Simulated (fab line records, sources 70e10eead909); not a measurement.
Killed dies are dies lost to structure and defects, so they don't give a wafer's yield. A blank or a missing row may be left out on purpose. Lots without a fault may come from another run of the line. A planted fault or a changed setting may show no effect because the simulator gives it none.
A struck lot beside a sound one | flow nand_harc | 25 steps out of a route of 1302
Sound: wafers L132.3, L132.4, L132.5. Struck: wafers L143.2, L143.5, L143.6. The cause comes at the end.
At each step with rows: each side's tool, then ch and its chambers, then its first start. Under that, the readings that differ: sound wafers | struck wafers | difference of the means | sigmas: that difference in standard deviations of wafers without a fault.
alike: readings whose means differ by less than 2 such deviations, and words and numbers that are the same on both sides. not compared: withheld readings, readings that some wafer has no value for, bounds like >300 that may hide the same value, and numbers for which the record gives no deviation and whose values overlap.
The two part at a step that has a row with sigmas, a row that says differs or no value, or rows on one side only. Numbers that don't overlap but have no deviation are shown without sigmas and don't part them. A reading that every wafer of one side lacks parts them only if that side has two wafers or more.

first, 1 step without rows for these wafers: NHARC_P_M0_SRD_25.
NHARC_P_M0_INSPECT_27:
  sound on defect_inspect-01, day 7 10:14; struck on defect_inspect-01, day 12 06:08
  alike: raw_defect_count
NHARC_P_M0_PRE_CLEAN_31: time 12 s.
  sound on pecvd-02 ch 1,2, day 7 10:19; struck on pecvd-01 ch 0,1, day 12 06:13
  alike: heater_power_w
NHARC_P_M0_DEP_32: deposits SiCN, target thk 30 nm.
  sound on pecvd-02 ch 1,2, day 7 10:25; struck on pecvd-01 ch 0,1, day 12 06:20
  alike: heater_power_w
then, 7 steps without rows for these wafers: NHARC_P_M1_DEP_00 (deposits SiOC, target thk 182.5 nm); NHARC_P_M1_DEHYDRATE_01 (time 120 s); NHARC_P_M1_HMDS_02 (time 30 s); NHARC_P_M1_COAT_34 (time 65 s); NHARC_P_M1_COAT_03 (resist thk 90 nm); NHARC_P_M1_SOFTBAKE_04 (time 55 s); NHARC_P_M1_EBR_05.
NHARC_P_M1_EXPOSE_06: exposes mask P M1, target cd 130 nm.
  sound on arfi_scanner-02 ch 0, day 7 11:22; struck on arfi_scanner-03 ch 0, day 12 07:23
  reading              | sound             | struck            | difference | sigmas
  exposure_dose_mJ_cm2 | 81.87 81.89 81.86 | 84.78 84.74 84.77 | +2.89      | +37
  alike: mask, reticle_temp_C
then, 2 steps without rows for these wafers: NHARC_P_M1_PEB_07 (peb time 65 s); NHARC_P_M1_DEVELOP_08 (develop time 35 s).
NHARC_P_M1_CD_MEAS_09: target cd 130 nm.
  sound on cd_sem-03 ch 0, day 7 11:30; struck on cd_sem-02 ch 0, day 12 07:31
  reading    | sound             | struck            | difference | sigmas
  cd_nm (nm) | 130.7 130.4 130.4 | 132.2 133.0 132.2 | +2.0       | +4
NHARC_P_M1_OVL_MEAS_10: pitch 260 nm.
  sound on overlay-02, day 7 11:35; struck on overlay-02, day 12 07:37
  reading           | sound          | struck      | difference | sigmas
  overlay_y_nm (nm) | -2.1 -1.6 -1.4 | 0.0 0.4 0.0 | +1.8       | +3
  alike: overlay_x_nm
NHARC_P_M1_INSPECT_11:
  sound on defect_inspect-02, day 7 11:37; struck on defect_inspect-02, day 12 07:38
  alike: raw_defect_count
NHARC_P_M1_DESCUM_14: chemistry O2, time 3 s.
  sound on rie_diel-11 ch 0,2, day 7 11:41; struck on rie_diel-11 ch 2,3, day 12 07:42
  reading               | sound           | struck            | difference | sigmas
  model.P_M1.cd_nm (nm) | 130.3 130.1 130 | 131.6 132.8 132.2 | +2.1       |
  alike: drypump_motor_current_A, oes_product_au, rf_vpp_V, showerhead_plenum_p_Torr, throttle_valve_pct
  not compared: rf_hours_counter_h
NHARC_P_M1_ETCH_35: etches the open film in N2/H2, target depth 40 nm, overetch 12 nm, time 43.94 s.
  sound on rie_diel-11 ch 0,3, day 7 11:46; struck on rie_diel-11 ch 1,2, day 12 07:47
  alike: drypump_motor_current_A, oes_product_au, rf_vpp_V, showerhead_plenum_p_Torr, throttle_valve_pct
  not compared: rf_hours_counter_h
NHARC_P_M1_ETCH_15: etches the open film in C4F8/Ar, target depth 182.5 nm, time 91.2 s.
  sound on rie_diel-11 ch 1,2,3; struck on rie_diel-11 ch 2,3
  alike: oes_product_au, rf_vpp_V
  not compared: rf_hours_counter_h
NHARC_P_M1_CD_MEAS_16:
  sound on cd_sem-03, day 7 12:01; struck on cd_sem-03, day 12 08:01
  reading    | sound             | struck            | difference | sigmas
  cd_nm (nm) | 130.1 129.7 129.4 | 131.2 132.5 131.7 | +2.1       | +3
NHARC_P_M1_STRIP_18: strips in N2/H2.
  sound on rie_diel-01 ch 0,2,3, day 7 12:05; struck on rie_diel-01 ch 0,1, day 12 08:05
  alike: drypump_motor_current_A, oes_product_au, power_w, rf_vpp_V, showerhead_plenum_p_Torr, throttle_valve_pct
  not compared: rf_hours_counter_h
NHARC_P_M1_ETCH_28: etches the open film in CF4/N2, target depth 30 nm, time 72.99 s.
  sound on rie_diel-01 ch 0,1,3; struck on rie_diel-01 ch 1,2,3
  reading               | sound             | struck            | difference | sigmas
  model.P_M1.cd_nm (nm) | 129.5 129.5 129.8 | 131.1 132.7 131.7 | +2.2       |
  alike: drypump_motor_current_A, oes_product_au, rf_vpp_V, showerhead_plenum_p_Torr, throttle_valve_pct
  not compared: rf_hours_counter_h
then, 1 step without rows for these wafers: NHARC_P_M1_STRIP_19 (strips in post etch residue remover, time 600 s).
-- the record jumps here: 18 days lie between the struck wafers' starts before and after (it left off in module P_M1 and takes up again in module END, whose first step shown is number 1302 of the route) --
NHARC_END_SORT_01:
  sound on prober-02 ch 0, day 25 13:29; struck on prober-01 ch 0, day 29 21:56
  reading                  | sound          | struck         | difference | sigmas
  defect_limited_yield (%) | 86.3 88.9 88.8 | 95.6 94.4 94.2 | +6.7       | +2
  killed_at_array          | 90 71 75       | 26 31 32       | -49        | -2
  killed_at_other          | 1 1 0          | 4 5 5          | +4         | +3
  killed_dies              | 93 75 76       | 30 38 39       | -46        | -2
  alike: killed_at_periphery, killed_open, killed_short

WHERE THEY PART
First at NHARC_P_M1_EXPOSE_06; last, within this record, at NHARC_END_SORT_01.

WHY: what the simulator had put in
Process parameter drift: arfi_scanner-03, from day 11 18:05 on, at NHARC_P_M1_EXPOSE_06. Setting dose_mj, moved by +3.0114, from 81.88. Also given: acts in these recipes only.
